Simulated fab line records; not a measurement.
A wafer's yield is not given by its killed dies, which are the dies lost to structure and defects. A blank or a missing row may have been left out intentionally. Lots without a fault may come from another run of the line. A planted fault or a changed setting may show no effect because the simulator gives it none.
fab line records	flow n5-finfet	part 1 of 2: steps 1 to 21 of 30
record: lots: 5	wafers: 15	last-day: 18
route steps=1938 shown ILD0@344 SDB@347
lots untouched by any fault: they come from a run of this same line in which no faults occurred
start-h: hours from the record's first day to the start of the lot's first wafer shown	wait-h: hours from the lot's prior step to this one	" the same as in the row above	L1.1+2: one row covering several wafers at once	- no value present, or no start provided	* or withheld: withheld	< > ~ a bound
route shown NAME@n: NAME is a module with steps in the file, n the number in the route of the first one	usual: mean and standard deviation over wafers with no fault	same: alike in all rows	chamber/n: place in a boat	sites: each site's reading	_std_site: the values' standard deviation	_edge_site: outer sites' mean less inner sites'	radius-mm: for every site, how far away it sits from the centre of the wafer	mask NAME#n: copy n	behind: the tool/chamber that last shaped the wafer	hold: why the lot was held/for how many hours/how that ended	device: names the non-switching transistor (n, p or np)	end of line: tests run on the same wafers once the route is complete	a step without rows: its recipe alone	killed: count of dies lost to structure and defects at first sort (not the wafer's yield)	map: shows each die of a wafer: x if killed, . if not, _ if none is there
set.NAME: the setting as run; set.NAME@STEP: as run at that earlier step	model.NAME: the simulator's own value behind a step, which no gauge read
lots seen at some steps along the route; tables by step, rows by wafer
services: a tool's chamber out of use, with start hour (start-h, from the record's first day; less than 0 if before it), hours out, and reason
== steps ==
step: N5_ILD0_CMP_12
recipe: stop-on: poly-Si	material: SiNx	t-overpolish-s: 6	post-cmp-clean: alkaline-brush	down-force-psi: 2.5	platen-rpm: 51.8	pad-velocity-m-s: 1.0307	target-thk-nm: 17.67
usual: motor-current-A: 8.9/1	overpolish-run-s: 6.001/0.01	platen-rpm: 51.80/0.035	time-to-endpoint-s: 29.3/2.2
lot.wafer	tool	chamber	start-h	wait-h	motor-current-A	overpolish-run-s	platen-rpm	time-to-endpoint-s
L078.3	cmp-02	2	87.58	1.2	9.1	6.014	51.81	25.6
L078.2	"	3	"	"	9.9	6.006	51.82	32.0
L078.5	"	2	"	"	8.6	6.001	51.84	29.0
L080.1	cmp-04	1	105.78	1.2	10.4	6.024	51.77	29.4
L080.4	"	2	"	"	8.4	5.995	51.76	31.0
L080.5	"	0	"	"	7.1	5.983	51.79	30.8
L086.2	cmp-04	3	138.59	1.1	9.0	6.005	51.80	29.3
L086.3	"	0	"	"	7.4	6.013	51.85	26.6
L086.6	"	0	"	"	7.1	5.996	51.81	27.0
L085.2	cmp-01	0	140.77	2.3	8.9	5.990	51.82	30.0
L085.1	"	1	"	"	8.9	6.006	51.83	30.6
L085.6	"	2	"	"	7.7	5.993	51.78	33.5
L095.2	cmp-02	0	193.17	1.2	8.6	5.989	51.84	31.4
L095.4	"	1	"	"	10.8	6.022	51.84	30.3
L095.5	"	2	"	"	8.2	6.001	51.82	31.5
step: N5_ILD0_THK_MEAS_13
usual: thk-nm: 18.0/1
lot.wafer	tool	chamber	start-h	wait-h	thk-nm
L078.2	film-metro-02	-	87.83	-	19.4
L078.3	"	-	"	"	19.2
L078.5	"	-	"	"	17.4
L080.1	film-metro-02	-	106.03	-	17.3
L080.4	"	-	"	"	17.4
L080.5	"	-	"	"	17.7
L086.2	film-metro-01	-	138.88	-	17.5
L086.3	"	-	"	"	18.0
L086.6	"	-	"	"	17.4
L085.1	film-metro-01	-	140.99	-	19.1
L085.2	"	-	"	"	20.3
L085.6	"	-	"	"	19.2
L095.2	film-metro-01	-	193.39	-	18.0
L095.4	"	-	"	"	16.5
L095.5	"	-	"	"	17.8
step: N5_ILD0_INSPECT_06
recipe: inspect-instrument: darkfield	mode: post-cmp
usual: raw-defect-count: 33/14
lot.wafer	tool	chamber	start-h	wait-h	raw-defect-count
L078.2	defect-inspect-02	-	87.86	0.0	86
L078.3	"	-	"	"	55
L078.5	"	-	"	"	59
L080.1	defect-inspect-02	-	106.06	0.0	13
L080.4	"	-	"	"	39
L080.5	"	-	"	"	30
L086.2	defect-inspect-02	-	138.91	0.0	20
L086.3	"	-	"	"	27
L086.6	"	-	"	"	16
L085.1	defect-inspect-02	-	141.01	0.0	28
L085.2	"	-	"	"	47
L085.6	"	-	"	"	45
L095.2	defect-inspect-02	-	193.42	0.0	32
L095.4	"	-	"	"	30
L095.5	"	-	"	"	41
step: N5_SDB_HM_DEP_00
recipe: material: SiNx	target-thk-a: 400	temp-c: 400	precursor: SiH4/NH3/N2	pressure-torr: 1.5	rf-w: 300	time-s: 35.3
usual: heater-power-w: 733/60	showerhead-plenum-p-Torr: 5.14/0.047	throttle-valve-pct: 40.1/2.7
lot.wafer	tool	chamber	start-h	wait-h	heater-power-w	showerhead-plenum-p-Torr	throttle-valve-pct
L078.2	pecvd-02	2	87.90	0.0	631	5.11	38.4
L078.3	"	1	"	"	621	5.11	38.7
L078.5	"	0	"	"	748	5.21	38.7
L080.1	pecvd-01	1	106.10	0.0	712	5.10	45.9
L080.4	"	1	"	"	705	5.09	45.6
L080.5	"	2	"	"	657	5.20	37.6
L086.2	pecvd-01	2	138.94	0.0	766	5.20	37.4
L086.3	"	0	"	"	766	5.12	40.3
L086.6	"	0	"	"	749	5.12	40.1
L085.1	pecvd-01	0	141.05	0.0	660	5.11	40.2
L085.2	"	2	"	"	693	5.18	37.4
L085.6	"	0	"	"	660	5.11	40.2
L095.2	pecvd-04	0	193.45	0.0	723	5.21	41.2
L095.4	"	1	"	"	688	5.13	37.7
L095.5	"	2	"	"	861	5.09	41.0
step: N5_SDB_COAT_03
recipe: resist: SOC	temp-c: 250	time-s: 60	spin-rpm: 1500	resist-thk-nm: 100
usual: dispense-pressure-kPa: 54.0/1.4
lot.wafer	tool	chamber	start-h	wait-h	dispense-pressure-kPa
L078.2	litho-track-03	0	87.98	0.1	55.1
L078.3	"	0	"	"	55.1
L078.5	"	0	"	"	55.2
L080.1	litho-track-03	0	106.18	0.1	55.2
L080.4	"	0	"	"	55.1
L080.5	"	0	"	"	55.1
L086.2	litho-track-05	0	139.03	0.1	54.3
L086.3	"	0	"	"	54.3
L086.6	"	0	"	"	54.3
L085.1	litho-track-05	0	141.13	0.1	54.2
L085.2	"	0	"	"	54.2
L085.6	"	0	"	"	54.2
L095.2	litho-track-03	0	193.53	0.1	55.1
L095.4	"	0	"	"	55.1
L095.5	"	0	"	"	55.1
step: N5_SDB_COAT_04
recipe: resist: SiARC	temp-c: 220	time-s: 60	spin-rpm: 1500	resist-thk-nm: 18
usual: dispense-pressure-kPa: 54.0/1.4
lot.wafer	tool	chamber	start-h	wait-h	dispense-pressure-kPa
L078.2	litho-track-03	0	-	-	55.1
L078.3	"	0	"	"	55.1
L078.5	"	0	"	"	55.2
L080.1	litho-track-03	0	-	-	55.2
L080.4	"	0	"	"	55.1
L080.5	"	0	"	"	55.2
L086.2	litho-track-05	0	-	-	54.3
L086.3	"	0	"	"	54.2
L086.6	"	0	"	"	54.3
L085.1	litho-track-05	0	-	-	54.2
L085.2	"	0	"	"	54.3
L085.6	"	0	"	"	54.3
L095.2	litho-track-03	0	-	-	55.1
L095.4	"	0	"	"	55.1
L095.5	"	0	"	"	55.1
step: N5_SDB_COAT_05
recipe: resist: CAR-ArF	spin-rpm: 1500	resist-thk-nm: 90
usual: dispense-pressure-kPa: 54.0/1.4
lot.wafer	tool	chamber	start-h	wait-h	dispense-pressure-kPa
L078.2	litho-track-03	0	-	-	55.1
L078.3	"	0	"	"	55.2
L078.5	"	0	"	"	55.1
L080.1	litho-track-03	0	-	-	55.2
L080.4	"	0	"	"	55.1
L080.5	"	0	"	"	55.1
L086.2	litho-track-05	0	-	-	54.3
L086.3	"	0	"	"	54.3
L086.6	"	0	"	"	54.3
L085.1	litho-track-05	0	-	-	54.3
L085.2	"	0	"	"	54.2
L085.6	"	0	"	"	54.3
L095.2	litho-track-03	0	-	-	55.1
L095.4	"	0	"	"	55.1
L095.5	"	0	"	"	55.1
step: N5_SDB_EBR_07
recipe: solvent: PGMEA	ebr-width-mm: 1.5
lot.wafer	tool	chamber	start-h	wait-h
L078.2+3+5	litho-track-03	0	-	-
L080.1+4+5	litho-track-03	0	-	-
L086.2+3+6	litho-track-05	0	-	-
L085.1+2+6	litho-track-05	0	-	-
L095.2+4+5	litho-track-03	0	-	-
step: N5_SDB_SOFTBAKE_06
recipe: temp-c: 110	time-s: 60	resist: CAR-ArF
lot.wafer	tool	chamber	start-h	wait-h
L078.2+3+5	litho-track-03	0	-	-
L080.1+4+5	litho-track-03	0	-	-
L086.2+3+6	litho-track-05	0	-	-
L085.1+2+6	litho-track-05	0	-	-
L095.2+4+5	litho-track-03	0	-	-
step: N5_SDB_EXPOSE_08
recipe: mask-id: SDB	na: 1.35	source-shape: conventional	sigma-outer: 0.5	polarization: unpolarized	dose-mj: 49.6
lot.wafer	tool	chamber	start-h	wait-h	mask
L078.2+3+5	arfi-scanner-02	0	88.10	-	SDB#0
L080.1+4+5	arfi-scanner-03	0	106.30	-	SDB#0
L086.2+3+6	arfi-scanner-02	0	139.28	-	SDB#0
L085.1+2+6	arfi-scanner-03	0	141.38	-	SDB#0
L095.2+4+5	arfi-scanner-01	0	193.66	-	SDB#0
step: N5_SDB_PEB_09
recipe: peb-temp-c: withheld	peb-time-s: 60	resist: CAR-ArF
lot.wafer	tool	chamber	start-h	wait-h
L078.2+3+5	litho-track-04	0	88.15	0.0
L080.1+4+5	litho-track-03	0	106.35	0.1
L086.2+3+6	litho-track-03	0	139.33	0.0
L085.1+2+6	litho-track-03	0	141.43	0.1
L095.2+4+5	litho-track-04	0	193.71	0.0
step: N5_SDB_DEVELOP_10
recipe: develop-time-s: 30	developer: TMAH	resist: CAR-ArF	rinse-liquid: diw	dry: air-spin	dev-temp-c: 23
lot.wafer	tool	chamber	start-h	wait-h
L078.2+3+5	litho-track-04	0	-	-
L080.1+4+5	litho-track-03	0	-	-
L086.2+3+6	litho-track-03	0	-	-
L085.1+2+6	litho-track-03	0	-	-
L095.2+4+5	litho-track-04	0	-	-
step: N5_SDB_CD_MEAS_11
recipe: target-cd-nm: 50	landing-energy-ev: 500	detector: se-inlens	polarity: opening
usual: cd-nm: 50.6/0.93
lot.wafer	tool	chamber	start-h	wait-h	cd-nm
L078.2	cd-sem-01	0	88.22	-	50.8
L078.3	"	0	"	"	51.4
L078.5	"	0	"	"	51.3
L080.1	cd-sem-01	0	106.42	-	50.2
L080.4	"	0	"	"	49.8
L080.5	"	0	"	"	49.3
L086.2	cd-sem-01	0	139.40	-	49.5
L086.3	"	0	"	"	49.4
L086.6	"	0	"	"	50.1
L085.1	cd-sem-03	0	141.50	-	50.0
L085.2	"	0	"	"	49.3
L085.6	"	0	"	"	48.7
L095.2	cd-sem-02	0	193.78	-	49.7
L095.4	"	0	"	"	50.5
L095.5	"	0	"	"	49.9
step: N5_SDB_OVL_MEAS_12
recipe: points-per-wafer: 44
usual: SDB_OVL: -0.1/0.69
lot.wafer	tool	chamber	start-h	wait-h	SDB_OVL[nm]
L078.2	overlay-02	0	88.25	0.0	0.9
L078.3	"	0	"	"	-1.0
L078.5	"	0	"	"	-1.9
L080.1	overlay-01	0	106.45	0.0	-1.6
L080.4	"	0	"	"	-1.3
L080.5	"	0	"	"	-1.6
L086.2	overlay-02	0	139.43	0.0	-1.2
L086.3	"	0	"	"	0.1
L086.6	"	0	"	"	0.2
L085.1	overlay-02	0	141.53	0.0	-0.8
L085.2	"	0	"	"	-1.2
L085.6	"	0	"	"	-0.6
L095.2	overlay-02	0	193.81	0.0	-0.1
L095.4	"	0	"	"	0.1
L095.5	"	0	"	"	-0.9
step: N5_SDB_INSPECT_13
recipe: mode: adi	inspect-instrument: brightfield
usual: raw-defect-count: 70/30
lot.wafer	tool	chamber	start-h	wait-h	raw-defect-count
L078.2	defect-inspect-02	-	88.27	0.0	47
L078.3	"	-	"	"	53
L078.5	"	-	"	"	94
L080.1	defect-inspect-01	-	106.47	0.0	54
L080.4	"	-	"	"	68
L080.5	"	-	"	"	52
L086.2	defect-inspect-02	-	139.45	0.0	97
L086.3	"	-	"	"	65
L086.6	"	-	"	"	91
L085.1	defect-inspect-01	-	141.55	0.0	171
L085.2	"	-	"	"	95
L085.6	"	-	"	"	52
L095.2	defect-inspect-02	-	193.83	0.0	78
L095.4	"	-	"	"	62
L095.5	"	-	"	"	63
step: N5_SDB_DESCUM_16
recipe: chemistry: O2	time-s: 7.9	source-power-w: 50	bias-power-w: 20	pressure-mtorr: 20	rf-frequency-hz: 2.712e+07	temp-c: 40	resist: CAR-ArF	o2-flow-sccm: 225
usual: bias-power-w: 20.00/0.062	drypump-motor-current-A: 5.6/0.49	oes-product-au: 0.84/0.094	rf-vpp-V: 243.5/1.6	showerhead-plenum-p-Torr: 2.12/0.09	throttle-valve-pct: 20.36/0.16
lot.wafer	tool	chamber	start-h	wait-h	bias-power-w	drypump-motor-current-A	oes-product-au	rf-hours-counter-h	rf-vpp-V	showerhead-plenum-p-Torr	throttle-valve-pct
L078.2	rie-diel-04	1	88.31	0.0	19.94	5.1	0.68	249	240.6	1.97	20.44
L078.3	"	2	"	"	19.92	6.1	0.84	63	244.1	2.13	20.23
L078.5	"	1	"	"	20.03	5.0	0.68	-	240.8	1.97	20.44
L080.1	rie-diel-03	0	106.51	0.0	20.06	5.5	0.70	228	241.9	2.06	20.35
L080.4	"	3	"	"	20.01	4.8	0.74	183	243.8	2.17	20.71
L080.5	"	0	"	"	19.98	5.5	0.70	-	242.9	2.06	20.36
L086.2	rie-diel-03	2	139.61	0.2	20.13	5.3	0.73	188	242.2	1.99	20.47
L086.3	"	1	"	"	20.08	6.5	0.89	41	246.6	2.22	20.31
L086.6	"	0	"	"	19.95	5.5	0.68	-	244.1	2.05	20.38
L085.1	rie-diel-04	0	141.59	0.0	20.06	5.3	0.92	25	241.0	2.05	20.27
L085.2	"	1	"	"	20.09	5.0	0.92	9	245.6	2.23	20.08
L085.6	"	1	"	"	20.08	5.1	0.93	-	245.3	2.23	20.07
L095.2	rie-diel-04	0	194.36	0.5	20.02	5.3	0.88	44	241.8	2.04	20.31
L095.4	"	1	"	"	20.00	5.0	0.89	-	244.4	2.23	20.12
L095.5	"	2	"	"	20.02	6.1	0.80	-	242.2	2.12	20.28
step: N5_SDB_ETCH_17
recipe: chemistry: CF4	target: SiARC	target-depth-a: 234	mask-material: CAR-ArF	time-s: 39	ion-energy-ev: 80	pressure-mtorr: 40	source-w: 545	bias-w: 36	Ar_flow_sccm: 100	cf4-flow-sccm: 100	ends: cleared
usual: drypump-motor-current-A: 5.6/0.5	etch-rf-on-time-s: 38.9/0.58	mfc-ar-sccm: 100.05/0.28	oes-product-au: 0.71/0.079	rf-vpp-V: 184.2/1.2	showerhead-plenum-p-Torr: 2.17/0.085	throttle-valve-pct: 15.53/0.2
lot.wafer	tool	chamber	start-h	wait-h	drypump-motor-current-A	etch-rf-on-time-s	mfc-ar-sccm	oes-product-au	rf-hours-counter-h	rf-vpp-V	showerhead-plenum-p-Torr	throttle-valve-pct
L078.2	rie-diel-04	1	88.34	0.0	5.1	39.8	100.60	0.58	249	181.8	2.02	15.65
L078.3	"	2	"	"	6.1	39.4	99.51	0.70	63	184.1	2.17	15.30
L078.5	"	1	"	"	5.1	39.9	100.31	0.57	-	181.4	2.02	15.67
L080.1	rie-diel-03	0	106.54	0.0	5.6	38.9	100.15	0.60	228	182.9	2.11	15.67
L080.4	"	3	"	"	4.8	38.8	100.01	0.63	183	185.5	2.22	15.87
L080.5	"	0	"	"	5.5	38.3	100.20	0.60	-	183.1	2.11	15.66
L086.2	rie-diel-03	2	139.64	0.0	5.3	39.2	99.84	0.63	188	182.0	2.05	15.73
L086.3	"	1	"	"	6.5	38.3	99.99	0.76	41	186.1	2.27	15.48
L086.6	"	0	"	"	5.5	38.3	99.87	0.59	-	183.6	2.11	15.68
L085.1	rie-diel-04	0	141.62	0.0	5.3	39.5	99.78	0.78	25	184.3	2.10	15.42
L085.2	"	1	"	"	5.0	39.0	100.34	0.79	9	185.7	2.27	15.18
L085.6	"	1	"	"	5.0	38.8	100.21	0.79	-	186.2	2.27	15.18
L095.2	rie-diel-04	0	194.40	0.0	5.3	39.4	99.60	0.75	44	184.3	2.10	15.45
L095.4	"	1	"	"	5.0	38.9	99.94	0.74	-	184.4	2.26	15.22
L095.5	"	2	"	"	6.1	38.2	99.92	0.69	-	184.6	2.16	15.38
step: N5_SDB_ETCH_18
recipe: chemistry: N2/H2	target: SOC	target-depth-a: 1000	overetch-a: 200	mask-material: SiARC	temp-c: 40	time-s: 150	ion-energy-ev: 200	pressure-mtorr: 30	source-w: 840	bias-w: 150	n2-flow-sccm: 200	h2-flow-sccm: 200
usual: drypump-motor-current-A: 5.6/0.49	oes-product-au: 0.75/0.08	rf-vpp-V: 525/3	showerhead-plenum-p-Torr: 2.57/0.11	throttle-valve-pct: 17.76/0.19
lot.wafer	tool	chamber	start-h	wait-h	drypump-motor-current-A	oes-product-au	rf-hours-counter-h	rf-vpp-V	showerhead-plenum-p-Torr	throttle-valve-pct
L078.2	rie-diel-04	1	88.38	0.0	5.0	0.61	249	520	2.40	17.96
L078.3	"	2	"	"	6.1	0.74	63	526	2.57	17.53
L078.5	"	1	"	"	5.0	0.61	-	520	2.40	17.98
L080.1	rie-diel-03	0	106.58	0.0	5.5	0.62	228	522	2.50	17.73
L080.4	"	3	"	"	4.9	0.65	183	527	2.63	18.16
L080.5	"	0	"	"	5.5	0.62	-	523	2.50	17.73
L086.2	rie-diel-03	2	139.68	0.0	5.3	0.66	188	522	2.43	18.02
L086.3	"	1	"	"	6.5	0.79	41	528	2.71	17.79
L086.6	"	0	"	"	5.5	0.62	-	522	2.49	17.76
L085.1	rie-diel-04	0	141.66	0.0	5.3	0.81	25	522	2.49	17.64
L085.2	"	1	"	"	5.1	0.83	9	529	2.72	17.57
L085.6	"	1	"	"	5.0	0.83	-	528	2.72	17.58
L095.2	rie-diel-04	0	194.43	0.0	5.3	0.78	44	522	2.48	17.70
L095.4	"	1	"	"	5.1	0.78	-	527	2.71	17.60
L095.5	"	2	"	"	6.1	0.71	-	525	2.56	17.58
step: N5_SDB_STRIP_19
recipe: chemistry: N2/H2	temp-c: 40	n2-flow-sccm: 200	h2-flow-sccm: 200	rf-frequency-hz: 6e+07
lot.wafer	tool	chamber	start-h	wait-h
L078.2+3+5	rie-diel-04	1,2,1	88.51	0.1
L080.1+4+5	rie-diel-03	0,3,0	106.71	0.1
L086.2+3+6	rie-diel-03	2,1,0	139.81	0.1
L085.1+2+6	rie-diel-04	0,1,1	141.79	0.1
L095.2+4+5	rie-diel-04	0,1,2	194.56	0.1
step: N5_SDB_STRIP_21
recipe: chemistry: CF4	resist: SiARC	power-w: 300	bias-power-w: 75	pressure-mtorr: 50	cf4-flow-sccm: 150	rf-frequency-hz: 6e+07
usual: bias-power-w: 75.03/0.24	drypump-motor-current-A: 5.6/0.49	oes-product-au: 0.82/0.088	power-w: 300.1/0.83	rf-vpp-V: 271.6/1.7	showerhead-plenum-p-Torr: 1.81/0.071	throttle-valve-pct: 13.49/0.22
lot.wafer	tool	chamber	start-h	wait-h	bias-power-w	drypump-motor-current-A	oes-product-au	power-w	rf-hours-counter-h	rf-vpp-V	showerhead-plenum-p-Torr	throttle-valve-pct
L078.2	rie-diel-04	1	88.52	0.0	75.24	5.0	0.68	300.2	249	268.1	1.70	13.71
L078.3	"	2	"	"	75.17	6.1	0.82	299.6	63	271.0	1.82	13.30
L078.5	"	1	"	"	75.06	5.1	0.68	301.0	-	270.0	1.70	13.69
L080.1	rie-diel-03	0	106.72	0.0	74.86	5.5	0.69	299.5	228	271.2	1.78	13.71
L080.4	"	3	"	"	74.89	4.8	0.73	299.9	183	272.9	1.86	13.85
L080.5	"	0	"	"	74.85	5.5	0.68	298.8	-	271.9	1.78	13.71
L086.2	rie-diel-03	2	139.82	0.0	75.27	5.3	0.73	300.3	188	268.6	1.71	13.70
L086.3	"	1	"	"	74.51	6.5	0.87	300.6	41	271.5	1.89	13.43
L086.6	"	0	"	"	74.82	5.5	0.68	299.5	-	270.7	1.78	13.75
L085.1	rie-diel-04	0	141.80	0.0	75.48	5.3	0.91	301.2	25	270.8	1.76	13.33
L085.2	"	1	"	"	74.81	5.0	0.92	300.5	9	272.9	1.91	13.16
L085.6	"	1	"	"	75.49	5.0	0.91	301.0	-	273.2	1.91	13.16
L095.2	rie-diel-04	0	194.57	0.0	74.97	5.3	0.87	299.5	44	271.5	1.75	13.39
L095.4	"	1	"	"	74.94	5.0	0.87	301.0	-	273.5	1.90	13.20
L095.5	"	2	"	"	75.00	6.1	0.78	300.3	-	272.4	1.81	13.37
step: N5_SDB_HM_OPEN_20
recipe: chemistry: CH3F/O2	target: SiNx	mask-material: SOC	target-depth-a: 240	stop-on: poly-Si	over-etch-frac: 0.4	ion-energy-ev: 120	pressure-mtorr: 30	source-w: 395	bias-w: 73	Ar_flow_sccm: 150	CH3F_flow_sccm: 30	O2_flow_sccm: 20
usual: drypump-motor-current-A: 5.6/0.49	mfc-ar-sccm: 150.0/0.45	oes_ar_750_au: 0.83/0.087	oes-product-au: 0.68/0.073	rf-vpp-V: 298/3.5	showerhead-plenum-p-Torr: 2.02/0.083	throttle-valve-pct: 16.26/0.2
same: over-etch-frac: 0.4
lot.wafer	tool	chamber	start-h	wait-h	drypump-motor-current-A	mfc-ar-sccm	oes_ar_750_au	oes-product-au	rf-hours-counter-h	rf-vpp-V	showerhead-plenum-p-Torr	throttle-valve-pct
L078.2	rie-diel-04	1	88.54	0.0	5.1	149.5	0.69	0.55	249	293	1.88	16.34
L078.3	"	2	"	"	6.1	150.0	0.83	0.67	63	294	2.03	16.04
L078.5	"	1	"	"	5.0	150.0	0.68	0.56	-	294	1.88	16.36
L080.1	rie-diel-03	0	106.74	0.0	5.5	149.9	0.70	0.56	229	296	1.97	16.34
L080.4	"	3	"	"	4.9	150.4	0.74	0.62	183	299	2.07	16.60
L080.5	"	0	"	"	5.5	149.8	0.70	0.58	-	298	1.97	16.33
L086.2	rie-diel-03	2	139.84	0.0	5.3	150.5	0.74	0.61	188	294	1.91	16.48
L086.3	"	1	"	"	6.5	150.1	0.88	0.73	41	300	2.12	16.22
L086.6	"	0	"	"	5.5	149.8	0.69	0.57	-	298	1.96	16.36
L085.1	rie-diel-04	0	141.82	0.0	5.3	149.7	0.90	0.76	25	305	1.96	16.15
L085.2	"	1	"	"	5.0	150.5	0.91	0.75	9	298	2.12	15.91
L085.6	"	1	"	"	5.0	150.6	0.92	0.78	-	299	2.12	15.91
L095.2	rie-diel-04	0	194.59	0.0	5.3	150.4	0.87	0.72	44	304	1.96	16.18
L095.4	"	1	"	"	5.1	149.8	0.86	0.72	-	297	2.12	15.94
L095.5	"	2	"	"	6.1	150.4	0.80	0.66	-	295	2.02	16.11
